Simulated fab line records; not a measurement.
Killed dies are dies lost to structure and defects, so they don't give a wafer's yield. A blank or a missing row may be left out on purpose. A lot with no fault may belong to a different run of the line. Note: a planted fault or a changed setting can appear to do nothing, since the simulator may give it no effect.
Which tool was responsible? + flow nand harc + 24 lots with 72 wafers sampled at 6 steps, on a route of 1159 steps

WHAT THE GAUGES SHOWED, per wafer
NHARC_A_BONDPAD_THK_MEAS_20: measures by xrf.
| lot  | measured     | on            | thk nm (nm)       |
|------|--------------|---------------|-------------------|
| L074 | day 18 12:52 | film metro-01 | 167.1 168.1 167.4 |
| L075 | day 18 15:50 | film metro-01 | 170.2 168.1 171.2 |
| L077 | day 18 17:54 | film metro-02 | 167.2 168.1 169.8 |
| L076 | day 18 18:40 | film metro-01 | 169.7 169.0 170.1 |
| L079 | day 19 12:55 | film metro-02 | 168.9 166.8 169.6 |
| L078 | day 19 16:20 | film metro-02 | 167.2 167.9 169.5 |
| L080 | day 19 17:20 | film metro-02 | 168.4 169.7 171.3 |
| L081 | day 19 19:53 | film metro-01 | 171.8 170.2 170.0 |
| L082 | day 20 15:42 | film metro-02 | 168.3 168.4 170.6 |
| L084 | day 20 16:03 | film metro-01 | 170.2 168.8 169.4 |
| L085 | day 21 06:57 | film metro-02 | 168.8 167.0 168.6 |
| L083 | day 21 10:25 | film metro-01 | 170.3 169.7 168.1 |
| L086 | day 22 01:36 | film metro-01 | 170.4 170.9 168.8 |
| L087 | day 22 02:02 | film metro-01 | 168.0 167.5 167.6 |
| L090 | day 22 18:46 | film metro-02 | 169.4 167.3 166.2 |
| L092 | day 22 17:43 | film metro-02 | 169.9 168.6 169.4 |
| L089 | day 22 19:20 | film metro-02 | 167.5 170.6 169.8 |
| L088 | day 22 21:53 | film metro-01 | 167.5 166.3 165.7 |
| L091 | day 22 21:35 | film metro-01 | 166.4 167.3 164.6 |
| L093 | day 23 04:51 | film metro-01 | 167.2 166.9 165.4 |
| L094 | day 23 03:53 | film metro-02 | 168.5 171.1 169.6 |
| L095 | day 23 08:41 | film metro-01 | 171.0 171.4 169.9 |
| L097 | day 23 14:46 | film metro-01 | 168.3 168.5 169.1 |
| L096 | day 23 18:37 | film metro-01 | 170.2 172.0 169.5 |

WHAT TOOL EACH LOT RAN ON (gives the tool, then ch and the chambers of the sampled wafers, and finally the start)
| lot  | NHARC_A_CONTACT_ETCH_97                       | NHARC_A_CONTACT_STRIP_82                      | NHARC_A_CONTACT_ETCH_138             | NHARC_A_M0_DEGAS_28          | NHARC_A_BONDPAD_ANNEAL_28        |
|------|-----------------------------------------------|-----------------------------------------------|--------------------------------------|------------------------------|----------------------------------|
| L074 | rie diel-07 ch 0,1,2, day 16 22:56 or earlier | rie diel-07 ch 0,1,2, day 16 22:56 or earlier | har cap etch-02 ch 0, day 16 22:56   | pvd sputter-01, day 18 01:44 | rtp anneal-01 ch 0, day 18 12:11 |
| L075 | rie diel-07 ch 0,3, day 17 07:10 or earlier   | rie diel-07 ch 0,1,2, day 17 07:10 or earlier | har cap etch-03 ch 1, day 17 07:10   | pvd sputter-02, day 18 04:27 | rtp anneal-02 ch 0, day 18 15:13 |
| L077 | rie diel-09 ch 0,3, day 17 15:06 or earlier   | rie diel-10 ch 1,3, day 17 15:06 or earlier   | har cap etch-03 ch 0,1, day 17 15:06 | pvd sputter-02, day 18 07:01 | rtp anneal-01 ch 0, day 18 17:20 |
| L076 | rie diel-07 ch 0,2,3, day 17 18:22 or earlier | rie diel-07 ch 0,2,3, day 17 18:22 or earlier | har cap etch-02 ch 0, day 17 18:22   | pvd sputter-03, day 18 08:07 | rtp anneal-01 ch 0, day 18 18:03 |
| L079 | rie diel-09 ch 1,2,3, day 18 11:48 or earlier | rie diel-10 ch 1,2,3, day 18 11:48 or earlier | har cap etch-01 ch 0,1, day 18 11:48 | pvd sputter-01, day 19 02:17 | rtp anneal-01 ch 0, day 19 12:17 |
| L078 | rie diel-07 ch 0,2, day 18 17:08 or earlier   | rie diel-07 ch 0,1,3, day 18 17:08 or earlier | har cap etch-02 ch 0,1, day 18 17:08 | pvd sputter-01, day 19 05:43 | rtp anneal-01 ch 0, day 19 15:43 |
| L080 | rie diel-07 ch 0,1,3, day 18 22:07 or earlier | rie diel-07 ch 2,3, day 18 22:07 or earlier   | har cap etch-01 ch 0,1, day 18 22:07 | pvd sputter-02, day 19 07:02 | rtp anneal-01 ch 0, day 19 16:43 |
| L081 | rie diel-09 ch 0,2,3, day 19 01:07 or earlier | rie diel-07 ch 1,3, day 19 01:07 or earlier   | har cap etch-03 ch 0, day 19 01:07   | pvd sputter-03, day 19 09:49 | rtp anneal-02 ch 0, day 19 19:13 |
| L082 | rie diel-07 ch 1,2, day 19 05:01              | rie diel-07 ch 1,2,3, day 19 10:07 or earlier | har cap etch-03 ch 0,1, day 19 10:07 | pvd sputter-02, day 20 05:14 | rtp anneal-02 ch 0, day 20 15:02 |
| L084 | rie diel-10 ch 1,2,3, day 19 13:07 or earlier | rie diel-07 ch 1,2, day 19 13:07 or earlier   | har cap etch-02 ch 0,1, day 19 13:07 | pvd sputter-01, day 20 05:40 | rtp anneal-02 ch 0, day 20 15:29 |
| L085 | rie diel-09 ch 1,2,3, day 20 11:16 or earlier | rie diel-09 ch 1,2,3, day 20 11:16 or earlier | har cap etch-03 ch 0,1, day 20 11:16 | pvd sputter-03, day 20 20:28 | rtp anneal-01 ch 0, day 21 06:17 |
| L083 | rie diel-09 ch 1,3, day 20 12:20 or earlier   | rie diel-10 ch 2,3, day 20 12:20 or earlier   | har cap etch-01 ch 1, day 20 12:20   | pvd sputter-01, day 20 23:57 | rtp anneal-01 ch 0, day 21 09:44 |
| L086 | rie diel-10 ch 0,1,2, day 20 07:32            | rie diel-07 ch 0,1, day 20 17:36 or earlier   | har cap etch-01 ch 0,1, day 20 17:36 | pvd sputter-02, day 21 15:37 | rtp anneal-01 ch 0, day 22 00:56 |
| L087 | rie diel-10 ch 1,2, day 20 18:36 or earlier   | rie diel-07 ch 1,2, day 20 18:36 or earlier   | har cap etch-02 ch 0, day 20 18:36   | pvd sputter-01, day 21 15:47 | rtp anneal-01 ch 0, day 22 01:25 |
| L090 | rie diel-10 ch 0,1, day 21 00:57 or earlier   | rie diel-10 ch 0,1,3, day 21 00:57 or earlier | har cap etch-03 ch 0,1, day 21 00:57 | pvd sputter-02, day 22 08:03 | rtp anneal-01 ch 0, day 22 18:09 |
| L092 | rie diel-09 ch 0,2,3, day 21 00:33 or earlier | rie diel-10 ch 0,2,3, day 21 00:33 or earlier | har cap etch-01 ch 0,1, day 21 00:33 | pvd sputter-01, day 22 07:31 | rtp anneal-01 ch 0, day 22 17:02 |
| L089 | rie diel-07 ch 1,2,3, day 20 21:14            | rie diel-09 ch 0,2, day 21 02:14 or earlier   | har cap etch-02 ch 0, day 21 02:14   | pvd sputter-03, day 22 08:15 | rtp anneal-01 ch 0, day 22 18:40 |
| L088 | rie diel-07 ch 1,2,3, day 20 22:41            | rie diel-07 ch 1,3, day 21 06:31 or earlier   | har cap etch-03 ch 0,1, day 21 06:31 | pvd sputter-03, day 22 10:22 | rtp anneal-02 ch 0, day 22 21:16 |
| L091 | rie diel-07 ch 1,3, day 21 11:35 or earlier   | rie diel-07 ch 1,3, day 21 11:35 or earlier   | har cap etch-02 ch 0,1, day 21 11:35 | pvd sputter-02, day 22 10:15 | rtp anneal-01 ch 0, day 22 20:55 |
| L093 | rie diel-09 ch 2,3, day 22 03:30 or earlier   | rie diel-07 ch 0,1,2, day 22 03:30 or earlier | har cap etch-03 ch 0,1, day 22 03:30 | pvd sputter-02, day 22 18:26 | rtp anneal-02 ch 0, day 23 04:11 |
| L094 | rie diel-07 ch 0,1,3, day 22 04:51 or earlier | rie diel-07 ch 0,1,3, day 22 04:51 or earlier | har cap etch-02 ch 0,1, day 22 04:51 | pvd sputter-02, day 22 17:42 | rtp anneal-02 ch 0, day 23 03:13 |
| L095 | rie diel-09 ch 0,1,3, day 22 09:27 or earlier | rie diel-09 ch 0,2,3, day 22 09:27 or earlier | har cap etch-03 ch 0,1, day 22 09:27 | pvd sputter-01, day 22 21:50 | rtp anneal-02 ch 0, day 23 08:01 |
| L097 | rie diel-07 ch 2,3, day 22 16:44 or earlier   | rie diel-07 ch 0,1, day 22 16:44 or earlier   | har cap etch-01 ch 0,1, day 22 16:44 | pvd sputter-02, day 23 04:20 | rtp anneal-01 ch 0, day 23 14:07 |
| L096 | rie diel-07 ch 0,1,3, day 22 16:57            | rie diel-10 ch 0,2,3, day 22 22:38 or earlier | har cap etch-03 ch 0,1, day 22 22:38 | pvd sputter-02, day 23 08:22 | rtp anneal-02 ch 0, day 23 18:00 |
- NHARC_A_CONTACT_ETCH_97: etches the open film in C4F6/O2, target depth 20 nm, time 10 s.
- NHARC_A_CONTACT_STRIP_82: strips in O2.
- NHARC_A_CONTACT_ETCH_138: etches the open film in C4F8/O2/Ar, time 132 s, target depth 1289 nm.
- NHARC_A_M0_DEGAS_28: time 60 s.
- NHARC_A_BONDPAD_ANNEAL_28: time 90 s.

AS READ BY THE TOOLS THEMSELVES (means over the sampled wafers that have a number; for cases with no such wafer, the mark the record gives instead)
NHARC_A_CONTACT_ETCH_97.
| lot  | tool        | drypump motor current A (A) | mfc ar sccm (sccm) | oes product au (a.u.) | rf vpp V (V) | showerhead plenum p Torr (Torr) | throttle valve pct (%) |
|------|-------------|-----------------------------|--------------------|-----------------------|--------------|---------------------------------|------------------------|
| L074 | rie diel-07 | 6.0                         | 500.2              | 0.989                 | 545.7        | 3.88                            | 26.899                 |
| L075 | rie diel-07 | 6.1                         | 500.0              | 0.945                 | 548.0        | 3.98                            | 26.897                 |
| L077 | rie diel-09 | 5.4                         | 500.4              | 0.956                 | 548.9        | 4.06                            | 26.917                 |
| L076 | rie diel-07 | 5.9                         | 499.1              | 0.934                 | 546.3        | 3.91                            | 26.906                 |
| L079 | rie diel-09 | 5.6                         | 499.5              | 0.981                 | 550.1        | 4.05                            | 26.911                 |
| L078 | rie diel-07 | 6.0                         | 498.8              | 0.999                 | 548.1        | 3.95                            | 26.907                 |
| L080 | rie diel-07 | 6.2                         | 500.0              | 0.938                 | 547.8        | 3.95                            | 26.895                 |
| L081 | rie diel-09 | 5.6                         | 498.1              | 0.977                 | 550.1        | 4.07                            | 26.897                 |
| L082 | rie diel-07 | 6.0                         | 500.9              | 1.007                 | 543.6        | 3.79                            | 26.912                 |
| L084 | rie diel-10 | 5.8                         | 499.1              | 0.956                 | 550.1        | 4.09                            | 26.906                 |
| L085 | rie diel-09 | 5.6                         | 499.8              | 0.937                 | 550.3        | 4.05                            | 26.920                 |
| L083 | rie diel-09 | 5.6                         | 501.4              | 0.947                 | 548.4        | 3.97                            | 26.896                 |
| L086 | rie diel-10 | 6.2                         | 500.0              | 0.973                 | 548.1        | 3.98                            | 26.899                 |
| L087 | rie diel-10 | 6.1                         | 498.6              | 1.011                 | 548.6        | 4.01                            | 26.907                 |
| L090 | rie diel-10 | 6.0                         | 501.4              | 0.961                 | 546.4        | 3.87                            | 26.904                 |
| L092 | rie diel-09 | 5.6                         | 500.0              | 1.010                 | 549.3        | 4.06                            | 26.909                 |
| L089 | rie diel-07 | 5.9                         | 500.5              | 1.014                 | 544.7        | 3.82                            | 26.910                 |
| L088 | rie diel-07 | 5.9                         | 499.7              | 0.975                 | 545.8        | 3.82                            | 26.910                 |
| L091 | rie diel-07 | 6.1                         | 499.2              | 0.948                 | 545.7        | 3.87                            | 26.905                 |
| L093 | rie diel-09 | 5.6                         | 498.8              | 0.973                 | 551.3        | 4.12                            | 26.905                 |
| L094 | rie diel-07 | 6.2                         | 500.3              | 0.945                 | 546.6        | 3.94                            | 26.907                 |
| L095 | rie diel-09 | 5.6                         | 500.3              | 0.941                 | 547.5        | 3.98                            | 26.899                 |
| L097 | rie diel-07 | 5.8                         | 500.5              | 0.954                 | 545.3        | 3.85                            | 26.904                 |
| L096 | rie diel-07 | 6.2                         | 499.2              | 0.942                 | 547.1        | 3.94                            | 26.904                 |

NHARC_A_CONTACT_STRIP_82.
| lot  | tool        | drypump motor current A (A) | mfc ar sccm (sccm) | oes product au (a.u.) | rf vpp V (V) | showerhead plenum p Torr (Torr) | throttle valve pct (%) |
|------|-------------|-----------------------------|--------------------|-----------------------|--------------|---------------------------------|------------------------|
| L074 | rie diel-07 | 6.0                         | 0.003              | 0.989                 | 57.0         | 3.48                            | 17.028                 |
| L075 | rie diel-07 | 6.0                         | 0.003              | 0.994                 | 57.9         | 3.48                            | 17.038                 |
| L077 | rie diel-10 | 5.3                         | 0.014              | 0.989                 | 58.3         | 3.69                            | 17.042                 |
| L076 | rie diel-07 | 6.0                         | 0.003              | 0.982                 | 57.8         | 3.51                            | 17.038                 |
| L079 | rie diel-10 | 5.8                         | 0.007              | 0.997                 | 58.6         | 3.69                            | 17.040                 |
| L078 | rie diel-07 | 6.2                         | 0.000              | 1.003                 | 58.5         | 3.55                            | 17.041                 |
| L080 | rie diel-07 | 5.7                         | 0.005              | 1.011                 | 57.8         | 3.40                            | 17.037                 |
| L081 | rie diel-07 | 6.1                         | 0.000              | 1.003                 | 58.2         | 3.51                            | 17.035                 |
| L082 | rie diel-07 | 5.9                         | 0.003              | 1.009                 | 57.2         | 3.44                            | 17.027                 |
| L084 | rie diel-07 | 6.0                         | 0.003              | 1.009                 | 57.9         | 3.41                            | 17.028                 |
| L085 | rie diel-09 | 5.6                         | 0.004              | 1.000                 | 58.0         | 3.64                            | 17.039                 |
| L083 | rie diel-10 | 6.1                         | 0.007              | 0.997                 | 57.3         | 3.75                            | 17.039                 |
| L086 | rie diel-07 | 6.2                         | 0.000              | 1.002                 | 57.8         | 3.52                            | 17.030                 |
| L087 | rie diel-07 | 6.0                         | 0.003              | 1.013                 | 57.7         | 3.41                            | 17.020                 |
| L090 | rie diel-10 | 5.6                         | 0.007              | 0.996                 | 57.9         | 3.57                            | 17.032                 |
| L092 | rie diel-10 | 5.9                         | 0.007              | 1.000                 | 57.9         | 3.65                            | 17.044                 |
| L089 | rie diel-09 | 5.8                         | 0.003              | 0.994                 | 58.3         | 3.68                            | 17.045                 |
| L088 | rie diel-07 | 6.1                         | 0.000              | 1.013                 | 58.2         | 3.48                            | 17.038                 |
| L091 | rie diel-07 | 6.1                         | 0.000              | 1.010                 | 57.8         | 3.51                            | 17.027                 |
| L093 | rie diel-07 | 6.0                         | 0.003              | 1.006                 | 57.5         | 3.47                            | 17.035                 |
| L094 | rie diel-07 | 6.2                         | 0.000              | 0.994                 | 57.6         | 3.54                            | 17.047                 |
| L095 | rie diel-09 | 5.6                         | 0.003              | 1.011                 | 57.6         | 3.65                            | 17.039                 |
| L097 | rie diel-07 | 6.3                         | 0.000              | 0.993                 | 57.2         | 3.58                            | 17.033                 |
| L096 | rie diel-10 | 5.9                         | 0.007              | 0.998                 | 57.6         | 3.64                            | 17.036                 |

NHARC_A_M0_DEGAS_28.
| lot  | tool           | heater power w (W) |
|------|----------------|--------------------|
| L074 | pvd sputter-01 | 308                |
| L075 | pvd sputter-02 | 332                |
| L077 | pvd sputter-02 | 331                |
| L076 | pvd sputter-03 | 403                |
| L079 | pvd sputter-01 | 315                |
| L078 | pvd sputter-01 | 311                |
| L080 | pvd sputter-02 | 330                |
| L081 | pvd sputter-03 | 368                |
| L082 | pvd sputter-02 | 330                |
| L084 | pvd sputter-01 | 318                |
| L085 | pvd sputter-03 | 356                |
| L083 | pvd sputter-01 | 306                |
| L086 | pvd sputter-02 | 332                |
| L087 | pvd sputter-01 | 310                |
| L090 | pvd sputter-02 | 323                |
| L092 | pvd sputter-01 | 317                |
| L089 | pvd sputter-03 | 382                |
| L088 | pvd sputter-03 | 361                |
| L091 | pvd sputter-02 | 330                |
| L093 | pvd sputter-02 | 327                |
| L094 | pvd sputter-02 | 328                |
| L095 | pvd sputter-01 | 320                |
| L097 | pvd sputter-02 | 336                |
| L096 | pvd sputter-02 | 329                |

NHARC_A_BONDPAD_ANNEAL_28.
| lot  | tool          | wafer_temp_C_max |
|------|---------------|------------------|
| L074 | rtp anneal-01 | 226.7            |
| L075 | rtp anneal-02 | 226.0            |
| L077 | rtp anneal-01 | 226.5            |
| L076 | rtp anneal-01 | 226.3            |
| L079 | rtp anneal-01 | 226.8            |
| L078 | rtp anneal-01 | 226.6            |
| L080 | rtp anneal-01 | 226.6            |
| L081 | rtp anneal-02 | 225.9            |
| L082 | rtp anneal-02 | 226.0            |
| L084 | rtp anneal-02 | 226.1            |
| L085 | rtp anneal-01 | 226.3            |
| L083 | rtp anneal-01 | 226.3            |
| L086 | rtp anneal-01 | 226.6            |
| L087 | rtp anneal-01 | 226.4            |
| L090 | rtp anneal-01 | 226.2            |
| L092 | rtp anneal-01 | 226.5            |
| L089 | rtp anneal-01 | 226.3            |
| L088 | rtp anneal-02 | 226.2            |
| L091 | rtp anneal-01 | 226.6            |
| L093 | rtp anneal-02 | 226.3            |
| L094 | rtp anneal-02 | 226.0            |
| L095 | rtp anneal-02 | 226.0            |
| L097 | rtp anneal-01 | 226.4            |
| L096 | rtp anneal-02 | 226.0            |

THE ANSWER, worked out from the rows above alone
Rule: the usual values come from the lots themselves. Put in order of their means at a reading, lots are off if they are a third of the lots or fewer, leave a main group of 4 or more, and stand apart from it by a gap of 3 or more times the standard deviation of the main group's means; of several such gaps the widest counts. If all means in a main group match to the digits the tables above print for the reading, that group is not used. A lot without any number at a reading at which 4 lots or more have one is off too. The other lots that the step has rows for count as sound. First the gauges in route order, then the tools' own readings, where a lot's mean is used as printed above. The first step at which some lot is off is used, and at that step the reading that is off furthest; a lot without a number counts as furthest.
Across all readings shown, no lot is off: no conclusion can be drawn from this.

WHAT THE SIMULATOR HAD INSERTED
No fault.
